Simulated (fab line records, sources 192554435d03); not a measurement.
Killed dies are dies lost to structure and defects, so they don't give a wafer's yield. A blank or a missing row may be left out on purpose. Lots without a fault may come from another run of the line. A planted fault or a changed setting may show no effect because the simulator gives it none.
A struck lot beside a sound one | flow n5_finfet | 16 steps out of a route of 1938
Sound: wafers L301.1, L301.4, L301.5. Struck: wafers L309.1, L309.5, L309.6. The cause comes at the end.
At each step with rows: each side's tool, then ch and its chambers, then its first start. Under that, the readings that differ: sound wafers | struck wafers | difference of the means | sigmas: that difference in standard deviations of wafers without a fault.
alike: readings whose means differ by less than 2 such deviations, and words and numbers that are the same on both sides. not compared: withheld readings, readings that some wafer has no value for, bounds like >300 that may hide the same value, and numbers for which the record gives no deviation and whose values overlap.
The two part at a step that has a row with sigmas, a row that says differs or no value, or rows on one side only. Numbers that don't overlap but have no deviation are shown without sigmas and don't part them. A reading that every wafer of one side lacks parts them only if that side has two wafers or more.

first, 6 steps without rows for these wafers: N5_BEOL_M4_COAT_05 (resist thk 30 nm); N5_BEOL_M4_EBR_07; N5_BEOL_M4_SOFTBAKE_06 (time 60 s); N5_BEOL_M4_EXPOSE_08 (exposes mask M4); N5_BEOL_M4_PEB_09 (peb time 60 s); N5_BEOL_M4_DEVELOP_10 (develop time 30 s).
N5_BEOL_M4_CD_MEAS_11: target cd 16.79 nm.
  sound on cd_sem-02 ch 0, day 9 11:26; struck on cd_sem-03 ch 0, day 11 04:05
  alike: cd_nm
N5_BEOL_M4_OVL_MEAS_12:
  sound on overlay-01 ch 0, day 9 11:28; struck on overlay-02 ch 0, day 11 04:07
  alike: M4_OVL
N5_BEOL_M4_INSPECT_13: inspects for defects (brightfield).
  sound on defect_inspect-02, day 9 11:32; struck on defect_inspect-01, day 11 04:10
  alike: raw_defect_count
N5_BEOL_M4_DESCUM_16: chemistry O2, time 7 s.
  sound on rie_diel-01 ch 0,2,3, day 9 11:44; struck on rie_diel-03 ch 0,1, day 11 04:12
  reading    | sound             | struck            | difference | sigmas
  temp_c (C) | 39.63 39.93 39.90 | 40.03 40.01 40.14 | +0.24      | +2
  alike: drypump_motor_current_A, oes_product_au, rf_fwd_power_W, rf_vpp_V, showerhead_plenum_p_Torr, throttle_valve_pct
  not compared: rf_hours_counter_h
N5_BEOL_M4_ETCH_74: etches underlayer in N2/H2, target depth 6.5 nm, time 5.2 s.
  sound on rie_diel-01 ch 0,2,3, day 9 11:46; struck on rie_diel-03 ch 0,1, day 11 04:14
  alike: bias_w, drypump_motor_current_A, etch_rf_on_time_s, h2_flow_sccm, oes_product_au, rf_fwd_power_W, rf_vpp_V, showerhead_plenum_p_Torr, throttle_valve_pct
  not compared: rf_hours_counter_h
N5_BEOL_M4_ETCH_63: etches SiARC in CF4, target depth 15.6 nm, time 26 s.
  sound on rie_diel-01 ch 0,2,3, day 9 11:47; struck on rie_diel-03 ch 0,1, day 11 04:15
  alike: bias_w, drypump_motor_current_A, etch_rf_on_time_s, oes_product_au, rf_fwd_power_W, rf_vpp_V, showerhead_plenum_p_Torr, throttle_valve_pct
  not compared: rf_hours_counter_h
N5_BEOL_M4_ETCH_64: etches SOC in N2/H2, target depth 75 nm, overetch 22.5 nm, time 121.9 s.
  sound on rie_diel-01 ch 0,2,3, day 9 11:49; struck on rie_diel-03 ch 0,1, day 11 04:17
  reading      | sound             | struck            | difference | sigmas
  bias_w (W)   | 150.4 150.1 150.3 | 156.0 156.6 156.4 | +6.1       | +14
  rf_vpp_V (V) | 526.1 525.7 526.8 | 542.7 542.8 540.0 | +15.6      | +11
  alike: drypump_motor_current_A, h2_flow_sccm, oes_product_au, rf_fwd_power_W, showerhead_plenum_p_Torr, temp_c, throttle_valve_pct
  not compared: rf_hours_counter_h, model.SiARC_of_BEOL_M4_COAT_62.thk_nm
then, 1 step without rows for these wafers: N5_BEOL_M4_STRIP_65 (strips in N2/H2).
N5_BEOL_M4_RC_MEAS_101:
  sound on prober-01 ch 0, day 9 21:21; struck on prober-02 ch 0, day 11 09:54
  alike: DIBL_N, DIBL_P, IOFF_N, IOFF_P, ION_N, ION_P, SS_N, SS_P, VT_N, VT_P
then, 1 step without rows for these wafers: N5_PASSIVATION_PROBE_49.

WHERE THEY PART
First at N5_BEOL_M4_DESCUM_16; last, within this record, at N5_BEOL_M4_ETCH_64. Later steps at which nothing parts them and some readings are alike: N5_BEOL_M4_RC_MEAS_101.

WHY: what the simulator had put in
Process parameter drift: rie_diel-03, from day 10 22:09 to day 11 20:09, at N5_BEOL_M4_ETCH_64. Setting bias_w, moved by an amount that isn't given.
